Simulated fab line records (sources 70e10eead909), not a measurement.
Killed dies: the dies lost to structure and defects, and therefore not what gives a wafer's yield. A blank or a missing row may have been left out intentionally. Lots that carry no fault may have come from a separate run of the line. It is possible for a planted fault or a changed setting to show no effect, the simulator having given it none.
Which tool did it? / flow nand_harc / Sampling: 24 lots, 72 wafers, 4 of 1302 route steps

## WHAT EACH GAUGE READ, for each wafer
NHARC_A_SOURCE_PLATE_THK_MEAS_09: measures by ellipsometry.
lot=L075; measured=day 7 07:50; on=film_metro-02; thk_nm (nm)=8.4 8.2 10.6
lot=L074; measured=day 7 07:52; on=film_metro-01; thk_nm (nm)=11.5 9.3 11.0
lot=L076; measured=day 7 23:00; on=film_metro-01; thk_nm (nm)=10.1 9.1 10.2
lot=L077; measured=day 8 13:23; on=film_metro-01; thk_nm (nm)=11.1 10.4 11.1
lot=L078; measured=day 8 21:01; on=film_metro-01; thk_nm (nm)=9.4 8.2 10.1
lot=L079; measured=day 9 08:17; on=film_metro-02; thk_nm (nm)=9.6 10.5 9.7
lot=L080; measured=day 9 20:28; on=film_metro-02; thk_nm (nm)=8.4 11.2 9.2
lot=L081; measured=day 10 05:41; on=film_metro-02; thk_nm (nm)=7.8 10.9 9.5
lot=L082; measured=day 10 16:13; on=film_metro-01; thk_nm (nm)=6.0 9.6 9.3
lot=L083; measured=day 10 20:32; on=film_metro-01; thk_nm (nm)=9.2 7.9 10.8
lot=L084; measured=day 11 08:52; on=film_metro-01; thk_nm (nm)=10.3 9.6 10.4
lot=L085; measured=day 11 20:39; on=film_metro-01; thk_nm (nm)=10.6 11.3 8.5
lot=L086; measured=day 12 06:48; on=film_metro-01; thk_nm (nm)=8.4 11.2 9.7
lot=L087; measured=day 12 06:48; on=film_metro-02; thk_nm (nm)=9.7 10.6 9.7
lot=L088; measured=day 13 08:45; on=film_metro-01; thk_nm (nm)=9.6 10.5 10.2
lot=L089; measured=day 13 08:46; on=film_metro-02; thk_nm (nm)=9.6 9.1 9.6
lot=L090; measured=day 14 01:25; on=film_metro-01; thk_nm (nm)=10.8 10.5 9.4
lot=L091; measured=day 14 09:47; on=film_metro-02; thk_nm (nm)=9.6 9.3 10.6
lot=L092; measured=day 14 14:40; on=film_metro-02; thk_nm (nm)=8.9 8.7 8.4
lot=L093; measured=day 15 03:29; on=film_metro-02; thk_nm (nm)=11.6 10.0 9.7
lot=L094; measured=day 15 20:10; on=film_metro-01; thk_nm (nm)=10.1 8.8 9.0
lot=L095; measured=day 15 20:10; on=film_metro-02; thk_nm (nm)=9.1 8.1 10.5
lot=L096; measured=day 16 04:13; on=film_metro-02; thk_nm (nm)=10.9 11.0 10.1
lot=L097; measured=day 16 13:13; on=film_metro-02; thk_nm (nm)=8.8 8.5 11.1

NHARC_A_ONON_D1_THK_MEAS_14: measures by ellipsometry.
lot=L075; measured=day 8 00:18; on=film_metro-02; thk_nm (nm)=997 998 1000
lot=L074; measured=day 8 00:34; on=film_metro-01; thk_nm (nm)=993 990 990
lot=L076; measured=day 8 14:53; on=film_metro-01; thk_nm (nm)=991 990 990
lot=L077; measured=day 9 04:44; on=film_metro-02; thk_nm (nm)=1005 1005 1005
lot=L078; measured=day 9 14:21; on=film_metro-01; thk_nm (nm)=992 993 993
lot=L079; measured=day 10 05:16; on=film_metro-02; thk_nm (nm)=1014 1015 1014
lot=L080; measured=day 10 12:28; on=film_metro-02; thk_nm (nm)=1011 1012 1014
lot=L081; measured=day 10 22:19; on=film_metro-02; thk_nm (nm)=998 996 997
lot=L082; measured=day 11 08:05; on=film_metro-02; thk_nm (nm)=993 990 992
lot=L083; measured=day 11 12:04; on=film_metro-01; thk_nm (nm)=1008 1007 1008
lot=L084; measured=day 12 01:31; on=film_metro-02; thk_nm (nm)=998 998 998
lot=L085; measured=day 12 12:05; on=film_metro-01; thk_nm (nm)=1010 1008 1010
lot=L086; measured=day 12 22:36; on=film_metro-02; thk_nm (nm)=998 998 998
lot=L087; measured=day 12 22:37; on=film_metro-01; thk_nm (nm)=1014 1015 1015
lot=L088; measured=day 14 00:34; on=film_metro-01; thk_nm (nm)=1006 1008 1007
lot=L089; measured=day 14 00:38; on=film_metro-01; thk_nm (nm)=991 990 991
lot=L090; measured=day 14 21:07; on=film_metro-01; thk_nm (nm)=989 991 990
lot=L091; measured=day 15 01:38; on=film_metro-01; thk_nm (nm)=1009 1008 1008
lot=L092; measured=day 15 07:46; on=film_metro-02; thk_nm (nm)=1003 1004 1005
lot=L093; measured=day 15 19:28; on=film_metro-02; thk_nm (nm)=1008 1008 1008
lot=L094; measured=day 16 11:41; on=film_metro-02; thk_nm (nm)=1006 1009 1007
lot=L095; measured=day 16 11:39; on=film_metro-01; thk_nm (nm)=990 990 990
lot=L096; measured=day 16 22:16; on=film_metro-01; thk_nm (nm)=1009 1009 1011
lot=L097; measured=day 17 05:16; on=film_metro-01; thk_nm (nm)=1017 1018 1019

## EACH LOT AND THE TOOL THAT RAN IT (in order: tool; ch and the chambers of the sampled wafers; start)
lot=L075; NHARC_A_ZERO_WELL_ETCH_19=rie_diel-05 ch 1,2, day 6 23:46; NHARC_A_ZERO_WELL_ETCH_13=rie_si-04 ch 0,1,2, day 6 23:53
lot=L074; NHARC_A_ZERO_WELL_ETCH_19=rie_diel-10 ch 1,2,3, day 7 01:08; NHARC_A_ZERO_WELL_ETCH_13=rie_si-04 ch 0,2, day 7 01:14
lot=L076; NHARC_A_ZERO_WELL_ETCH_19=rie_diel-09 ch 0,2,3, day 7 14:13; NHARC_A_ZERO_WELL_ETCH_13=rie_si-04 ch 1,3, day 7 14:19
lot=L077; NHARC_A_ZERO_WELL_ETCH_19=rie_diel-09 ch 1,2,3, day 8 03:39; NHARC_A_ZERO_WELL_ETCH_13=rie_si-02 ch 0,1, day 8 03:46
lot=L078; NHARC_A_ZERO_WELL_ETCH_19=rie_diel-09 ch 0,1, day 8 12:58; NHARC_A_ZERO_WELL_ETCH_13=rie_si-03 ch 0,1,3, day 8 13:07
lot=L079; NHARC_A_ZERO_WELL_ETCH_19=rie_diel-05 ch 0,2,3, day 8 23:44; NHARC_A_ZERO_WELL_ETCH_13=rie_si-02 ch 1,2,3, day 8 23:52
lot=L080; NHARC_A_ZERO_WELL_ETCH_19=rie_diel-10 ch 0,1,2, day 9 12:22; NHARC_A_ZERO_WELL_ETCH_13=rie_si-04 ch 0,2,3, day 9 12:29
lot=L081; NHARC_A_ZERO_WELL_ETCH_19=rie_diel-09 ch 1,2,3, day 9 21:08; NHARC_A_ZERO_WELL_ETCH_13=rie_si-02 ch 0,1,3, day 9 21:16
lot=L082; NHARC_A_ZERO_WELL_ETCH_19=rie_diel-09 ch 0,3, day 10 06:53; NHARC_A_ZERO_WELL_ETCH_13=rie_si-02 ch 2,3, day 10 07:01
lot=L083; NHARC_A_ZERO_WELL_ETCH_19=rie_diel-09 ch 0,2,3, day 10 11:33; NHARC_A_ZERO_WELL_ETCH_13=rie_si-04 ch 0,2,3, day 10 11:40
lot=L084; NHARC_A_ZERO_WELL_ETCH_19=rie_diel-09 ch 1,2,3, day 10 20:41; NHARC_A_ZERO_WELL_ETCH_13=rie_si-04 ch 1,3, day 10 20:49
lot=L085; NHARC_A_ZERO_WELL_ETCH_19=rie_diel-05 ch 0,3, day 11 10:56; NHARC_A_ZERO_WELL_ETCH_13=rie_si-02 ch 2,3, day 11 11:04
lot=L086; NHARC_A_ZERO_WELL_ETCH_19=rie_diel-05 ch 1,2,3, day 11 22:16; NHARC_A_ZERO_WELL_ETCH_13=rie_si-04 ch 0,2,3, day 11 22:23
lot=L087; NHARC_A_ZERO_WELL_ETCH_19=rie_diel-09 ch 0,2,3, day 12 01:15; NHARC_A_ZERO_WELL_ETCH_13=rie_si-02 ch 1,2, day 12 01:22
lot=L088; NHARC_A_ZERO_WELL_ETCH_19=rie_diel-09 ch 0,1, day 13 00:44; NHARC_A_ZERO_WELL_ETCH_13=rie_si-03 ch 0,1,2, day 13 00:53
lot=L089; NHARC_A_ZERO_WELL_ETCH_19=rie_diel-09 ch 0,1,2, day 13 01:56; NHARC_A_ZERO_WELL_ETCH_13=rie_si-04 ch 0,2,3, day 13 02:05
lot=L090; NHARC_A_ZERO_WELL_ETCH_19=rie_diel-05 ch 0,3, day 13 17:10; NHARC_A_ZERO_WELL_ETCH_13=rie_si-04 ch 0,1,3, day 13 17:19
lot=L091; NHARC_A_ZERO_WELL_ETCH_19=rie_diel-09 ch 0,1,2, day 14 01:07; NHARC_A_ZERO_WELL_ETCH_13=rie_si-03 ch 1,2, day 14 01:14
lot=L092; NHARC_A_ZERO_WELL_ETCH_19=rie_diel-09 ch 0,1, day 14 06:38; NHARC_A_ZERO_WELL_ETCH_13=rie_si-02 ch 2,3, day 14 06:45
lot=L093; NHARC_A_ZERO_WELL_ETCH_19=rie_diel-09 ch 0,2,3, day 14 18:52; NHARC_A_ZERO_WELL_ETCH_13=rie_si-03 ch 0,1,3, day 14 19:01
lot=L094; NHARC_A_ZERO_WELL_ETCH_19=rie_diel-09 ch 0,1,3, day 15 10:29; NHARC_A_ZERO_WELL_ETCH_13=rie_si-02 ch 0,2,3, day 15 10:38
lot=L095; NHARC_A_ZERO_WELL_ETCH_19=rie_diel-05 ch 0,1,3, day 15 10:50; NHARC_A_ZERO_WELL_ETCH_13=rie_si-03 ch 0,1,3, day 15 10:58
lot=L096; NHARC_A_ZERO_WELL_ETCH_19=rie_diel-05 ch 0,3, day 15 19:42; NHARC_A_ZERO_WELL_ETCH_13=rie_si-04 ch 0,2, day 15 19:49
lot=L097; NHARC_A_ZERO_WELL_ETCH_19=rie_diel-05 ch 1,3, day 16 04:38; NHARC_A_ZERO_WELL_ETCH_13=rie_si-04 ch 1,2, day 16 04:45
- NHARC_A_ZERO_WELL_ETCH_19: etches the open film in N2/H2, target depth 80 nm, overetch 24 nm, time 87.88 s.
- NHARC_A_ZERO_WELL_ETCH_13: etches the open film in HBr/Cl2, target depth 120 nm, time 40.1 s.

## WHAT THE TOOLS THEMSELVES READ (means of the sampled wafers that have a number; where no wafer has one, the mark that the record gives instead)
NHARC_A_ZERO_WELL_ETCH_19.
lot=L075; tool=rie_diel-05; drypump_motor_current_A (A)=6.0; oes_product_au (a.u.)=1.017; rf_vpp_V (V)=429.1; showerhead_plenum_p_Torr (Torr)=2.00; throttle_valve_pct (%)=14.174
lot=L074; tool=rie_diel-10; drypump_motor_current_A (A)=5.7; oes_product_au (a.u.)=1.000; rf_vpp_V (V)=430.8; showerhead_plenum_p_Torr (Torr)=2.04; throttle_valve_pct (%)=14.166
lot=L076; tool=rie_diel-09; drypump_motor_current_A (A)=6.0; oes_product_au (a.u.)=0.985; rf_vpp_V (V)=430.3; showerhead_plenum_p_Torr (Torr)=2.01; throttle_valve_pct (%)=14.169
lot=L077; tool=rie_diel-09; drypump_motor_current_A (A)=6.1; oes_product_au (a.u.)=0.995; rf_vpp_V (V)=431.7; showerhead_plenum_p_Torr (Torr)=2.09; throttle_valve_pct (%)=14.174
lot=L078; tool=rie_diel-09; drypump_motor_current_A (A)=5.7; oes_product_au (a.u.)=0.995; rf_vpp_V (V)=431.2; showerhead_plenum_p_Torr (Torr)=2.08; throttle_valve_pct (%)=14.183
lot=L079; tool=rie_diel-05; drypump_motor_current_A (A)=5.8; oes_product_au (a.u.)=1.004; rf_vpp_V (V)=430.6; showerhead_plenum_p_Torr (Torr)=2.06; throttle_valve_pct (%)=14.173
lot=L080; tool=rie_diel-10; drypump_motor_current_A (A)=5.6; oes_product_au (a.u.)=1.018; rf_vpp_V (V)=427.6; showerhead_plenum_p_Torr (Torr)=1.95; throttle_valve_pct (%)=14.173
lot=L081; tool=rie_diel-09; drypump_motor_current_A (A)=6.1; oes_product_au (a.u.)=0.988; rf_vpp_V (V)=431.8; showerhead_plenum_p_Torr (Torr)=2.09; throttle_valve_pct (%)=14.171
lot=L082; tool=rie_diel-09; drypump_motor_current_A (A)=5.9; oes_product_au (a.u.)=0.989; rf_vpp_V (V)=428.6; showerhead_plenum_p_Torr (Torr)=1.93; throttle_valve_pct (%)=14.177
lot=L083; tool=rie_diel-09; drypump_motor_current_A (A)=6.0; oes_product_au (a.u.)=0.991; rf_vpp_V (V)=428.5; showerhead_plenum_p_Torr (Torr)=2.01; throttle_valve_pct (%)=14.171
lot=L084; tool=rie_diel-09; drypump_motor_current_A (A)=6.1; oes_product_au (a.u.)=0.984; rf_vpp_V (V)=432.0; showerhead_plenum_p_Torr (Torr)=2.09; throttle_valve_pct (%)=14.177
lot=L085; tool=rie_diel-05; drypump_motor_current_A (A)=5.7; oes_product_au (a.u.)=0.994; rf_vpp_V (V)=431.4; showerhead_plenum_p_Torr (Torr)=2.09; throttle_valve_pct (%)=14.171
lot=L086; tool=rie_diel-05; drypump_motor_current_A (A)=5.9; oes_product_au (a.u.)=1.016; rf_vpp_V (V)=431.8; showerhead_plenum_p_Torr (Torr)=2.06; throttle_valve_pct (%)=14.172
lot=L087; tool=rie_diel-09; drypump_motor_current_A (A)=6.0; oes_product_au (a.u.)=0.987; rf_vpp_V (V)=429.3; showerhead_plenum_p_Torr (Torr)=2.01; throttle_valve_pct (%)=14.168
lot=L088; tool=rie_diel-09; drypump_motor_current_A (A)=5.7; oes_product_au (a.u.)=0.996; rf_vpp_V (V)=432.2; showerhead_plenum_p_Torr (Torr)=2.07; throttle_valve_pct (%)=14.169
lot=L089; tool=rie_diel-09; drypump_motor_current_A (A)=5.7; oes_product_au (a.u.)=0.995; rf_vpp_V (V)=430.9; showerhead_plenum_p_Torr (Torr)=2.07; throttle_valve_pct (%)=14.170
lot=L090; tool=rie_diel-05; drypump_motor_current_A (A)=5.7; oes_product_au (a.u.)=1.000; rf_vpp_V (V)=432.3; showerhead_plenum_p_Torr (Torr)=2.09; throttle_valve_pct (%)=14.172
lot=L091; tool=rie_diel-09; drypump_motor_current_A (A)=5.7; oes_product_au (a.u.)=0.995; rf_vpp_V (V)=430.6; showerhead_plenum_p_Torr (Torr)=2.07; throttle_valve_pct (%)=14.172
lot=L092; tool=rie_diel-09; drypump_motor_current_A (A)=5.6; oes_product_au (a.u.)=0.984; rf_vpp_V (V)=428.3; showerhead_plenum_p_Torr (Torr)=1.99; throttle_valve_pct (%)=14.167
lot=L093; tool=rie_diel-09; drypump_motor_current_A (A)=6.0; oes_product_au (a.u.)=0.996; rf_vpp_V (V)=429.7; showerhead_plenum_p_Torr (Torr)=2.01; throttle_valve_pct (%)=14.162
lot=L094; tool=rie_diel-09; drypump_motor_current_A (A)=5.9; oes_product_au (a.u.)=0.988; rf_vpp_V (V)=429.6; showerhead_plenum_p_Torr (Torr)=2.01; throttle_valve_pct (%)=14.171
lot=L095; tool=rie_diel-05; drypump_motor_current_A (A)=5.8; oes_product_au (a.u.)=1.003; rf_vpp_V (V)=431.9; showerhead_plenum_p_Torr (Torr)=2.09; throttle_valve_pct (%)=14.174
lot=L096; tool=rie_diel-05; drypump_motor_current_A (A)=5.7; oes_product_au (a.u.)=1.001; rf_vpp_V (V)=431.1; showerhead_plenum_p_Torr (Torr)=2.08; throttle_valve_pct (%)=14.182
lot=L097; tool=rie_diel-05; drypump_motor_current_A (A)=5.9; oes_product_au (a.u.)=1.002; rf_vpp_V (V)=431.7; showerhead_plenum_p_Torr (Torr)=2.10; throttle_valve_pct (%)=14.168

NHARC_A_ZERO_WELL_ETCH_13.
lot=L075; tool=rie_si-04; drypump_motor_current_A (A)=5.5; he_backside_leak_sccm (sccm)=2.67; oes_product_au (a.u.)=1.014; throttle_valve_pct (%)=26.416
lot=L074; tool=rie_si-04; drypump_motor_current_A (A)=5.6; he_backside_leak_sccm (sccm)=2.69; oes_product_au (a.u.)=1.016; throttle_valve_pct (%)=26.414
lot=L076; tool=rie_si-04; drypump_motor_current_A (A)=5.2; he_backside_leak_sccm (sccm)=2.67; oes_product_au (a.u.)=0.983; throttle_valve_pct (%)=26.411
lot=L077; tool=rie_si-02; drypump_motor_current_A (A)=5.7; he_backside_leak_sccm (sccm)=2.55; oes_product_au (a.u.)=0.999; throttle_valve_pct (%)=26.413
lot=L078; tool=rie_si-03; drypump_motor_current_A (A)=5.8; he_backside_leak_sccm (sccm)=2.58; oes_product_au (a.u.)=0.996; throttle_valve_pct (%)=26.404
lot=L079; tool=rie_si-02; drypump_motor_current_A (A)=5.8; he_backside_leak_sccm (sccm)=2.38; oes_product_au (a.u.)=1.016; throttle_valve_pct (%)=26.419
lot=L080; tool=rie_si-04; drypump_motor_current_A (A)=5.4; he_backside_leak_sccm (sccm)=2.81; oes_product_au (a.u.)=1.009; throttle_valve_pct (%)=26.405
lot=L081; tool=rie_si-02; drypump_motor_current_A (A)=5.7; he_backside_leak_sccm (sccm)=2.62; oes_product_au (a.u.)=1.006; throttle_valve_pct (%)=26.400
lot=L082; tool=rie_si-02; drypump_motor_current_A (A)=5.8; he_backside_leak_sccm (sccm)=2.47; oes_product_au (a.u.)=1.022; throttle_valve_pct (%)=26.411
lot=L083; tool=rie_si-04; drypump_motor_current_A (A)=5.4; he_backside_leak_sccm (sccm)=2.63; oes_product_au (a.u.)=0.996; throttle_valve_pct (%)=26.395
lot=L084; tool=rie_si-04; drypump_motor_current_A (A)=5.2; he_backside_leak_sccm (sccm)=2.58; oes_product_au (a.u.)=0.979; throttle_valve_pct (%)=26.417
lot=L085; tool=rie_si-02; drypump_motor_current_A (A)=5.7; he_backside_leak_sccm (sccm)=2.54; oes_product_au (a.u.)=1.012; throttle_valve_pct (%)=26.409
lot=L086; tool=rie_si-04; drypump_motor_current_A (A)=5.5; he_backside_leak_sccm (sccm)=2.71; oes_product_au (a.u.)=1.003; throttle_valve_pct (%)=26.420
lot=L087; tool=rie_si-02; drypump_motor_current_A (A)=5.9; he_backside_leak_sccm (sccm)=2.46; oes_product_au (a.u.)=1.009; throttle_valve_pct (%)=26.401
lot=L088; tool=rie_si-03; drypump_motor_current_A (A)=5.6; he_backside_leak_sccm (sccm)=2.56; oes_product_au (a.u.)=1.001; throttle_valve_pct (%)=26.404
lot=L089; tool=rie_si-04; drypump_motor_current_A (A)=5.5; he_backside_leak_sccm (sccm)=2.62; oes_product_au (a.u.)=1.010; throttle_valve_pct (%)=26.397
lot=L090; tool=rie_si-04; drypump_motor_current_A (A)=5.3; he_backside_leak_sccm (sccm)=2.70; oes_product_au (a.u.)=0.998; throttle_valve_pct (%)=26.400
lot=L091; tool=rie_si-03; drypump_motor_current_A (A)=5.7; he_backside_leak_sccm (sccm)=2.79; oes_product_au (a.u.)=1.014; throttle_valve_pct (%)=26.406
lot=L092; tool=rie_si-02; drypump_motor_current_A (A)=5.8; he_backside_leak_sccm (sccm)=2.43; oes_product_au (a.u.)=1.007; throttle_valve_pct (%)=26.410
lot=L093; tool=rie_si-03; drypump_motor_current_A (A)=5.8; he_backside_leak_sccm (sccm)=2.60; oes_product_au (a.u.)=0.994; throttle_valve_pct (%)=26.397
lot=L094; tool=rie_si-02; drypump_motor_current_A (A)=5.6; he_backside_leak_sccm (sccm)=2.49; oes_product_au (a.u.)=1.002; throttle_valve_pct (%)=26.403
lot=L095; tool=rie_si-03; drypump_motor_current_A (A)=5.7; he_backside_leak_sccm (sccm)=2.60; oes_product_au (a.u.)=0.996; throttle_valve_pct (%)=26.406
lot=L096; tool=rie_si-04; drypump_motor_current_A (A)=5.6; he_backside_leak_sccm (sccm)=2.68; oes_product_au (a.u.)=1.009; throttle_valve_pct (%)=26.398
lot=L097; tool=rie_si-04; drypump_motor_current_A (A)=5.4; he_backside_leak_sccm (sccm)=2.59; oes_product_au (a.u.)=1.010; throttle_valve_pct (%)=26.402

## THE ANSWER, worked out from the rows above alone
Rule: what is usual is taken from the lots themselves. Put in order of their means at a reading, lots are off if they are a third of the lots or fewer, leave a main group of 4 or more, and stand apart from it by a gap of 3 or more times the standard deviation of the main group's means; of several such gaps the widest counts. A main group is skipped when, at the precision printed for the reading in the tables above, its means are all equal. A lot without any number at a reading at which 4 lots or more have one is off too. Where the step has rows for the other lots, those lots are counted as sound. First the gauges in route order, then the tools' own readings, where a lot's mean is used as printed above. The first step at which some lot is off is used, and at that step the reading that is off furthest; a lot without a number counts as furthest.
No lot is off on any of the readings shown, so nothing can be concluded from this.

## WHAT HAD BEEN PUT IN BY THE SIMULATOR
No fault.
